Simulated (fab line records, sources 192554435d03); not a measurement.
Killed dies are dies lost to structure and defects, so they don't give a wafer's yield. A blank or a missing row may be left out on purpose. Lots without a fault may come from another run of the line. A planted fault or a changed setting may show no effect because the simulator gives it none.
Which tool did it? | flow n5_finfet | 7 lots, 19 wafers sampled, at 4 steps of a route of 1938

WHAT THE GAUGES READ, wafer by wafer
N5_BEOL_M9_INSPECT_30: inspects for defects (brightfield).
lot  | measured     | on                | raw_defect_count
L906 | day 10 03:02 | defect_inspect-02 | 314 319 305
L908 | day 10 13:48 | defect_inspect-01 | 325 523
L914 | day 12 01:56 | defect_inspect-02 | 367 371
L918 | day 13 14:01 | defect_inspect-02 | 405 491 346
L922 | day 14 21:55 | defect_inspect-01 | 347 402 444
L925 | day 15 17:50 | defect_inspect-01 | 468 392 417
L927 | day 16 02:38 | defect_inspect-02 | 360 343 285

WHICH TOOL RAN EACH LOT (tool, then ch and the chambers of the sampled wafers, then the start)
lot  | N5_BEOL_M8_CMP_52             | N5_BEOL_M9_CURE_71            | N5_BEOL_M9_ETCH_62
L906 | cmp-03 ch 0,1, day 9 21:06    | uv_cure-02 ch 0, day 9 21:50  | rie_diel-06 ch 0,2,3, day 10 00:29
L908 | cmp-01 ch 1,3, day 10 09:59   | uv_cure-02 ch 0, day 10 10:33 | rie_diel-06 ch 1,3, day 10 12:29
L914 | cmp-04 ch 0,1, day 11 19:12   | uv_cure-01 ch 0, day 11 19:44 | rie_diel-06 ch 0,3, day 12 00:10
L918 | cmp-01 ch 0,1,3, day 13 10:47 | uv_cure-01 ch 1, day 13 11:25 | rie_diel-04 ch 1,2,3, day 13 12:41
L922 | cmp-03 ch 1,2,3, day 14 16:39 | uv_cure-03 ch 0, day 14 17:11 | rie_diel-04 ch 0,1,2, day 14 19:03
L925 | cmp-04 ch 1,3, day 15 14:28   | uv_cure-02 ch 0, day 15 15:38 | rie_diel-06 ch 0,1, day 15 16:56
L927 | cmp-01 ch 1,2,3, day 15 18:10 | uv_cure-02 ch 1, day 15 18:54 | rie_diel-04 ch 0,1,3, day 15 21:40
- N5_BEOL_M8_CMP_52: polishes, stops on SiCOH lowk, t overpolish 6.9 s, target thk 80 nm.
- N5_BEOL_M9_CURE_71: cures SiCOH lowk, time 240 s.
- N5_BEOL_M9_ETCH_62: etches SOC in N2/H2, target depth 110 nm, overetch 22 nm, time 165 s.

THE ANSWER, worked out from the rows above alone
Rule: what is usual is taken from the lots themselves. Put in order of their means at a reading, lots are off if they are a third of the lots or fewer, leave a main group of 4 or more, and stand apart from it by a gap of 3 or more times the standard deviation of the main group's means; of several such gaps the widest counts. A main group whose means are all the same, to the digits that the tables above print for the reading, isn't used. A lot without any number at a reading at which 4 lots or more have one is off too. The other lots that the step has rows for count as sound.
No lot is off at any reading shown: from this, nothing can be told.

WHAT THE SIMULATOR HAD PUT IN
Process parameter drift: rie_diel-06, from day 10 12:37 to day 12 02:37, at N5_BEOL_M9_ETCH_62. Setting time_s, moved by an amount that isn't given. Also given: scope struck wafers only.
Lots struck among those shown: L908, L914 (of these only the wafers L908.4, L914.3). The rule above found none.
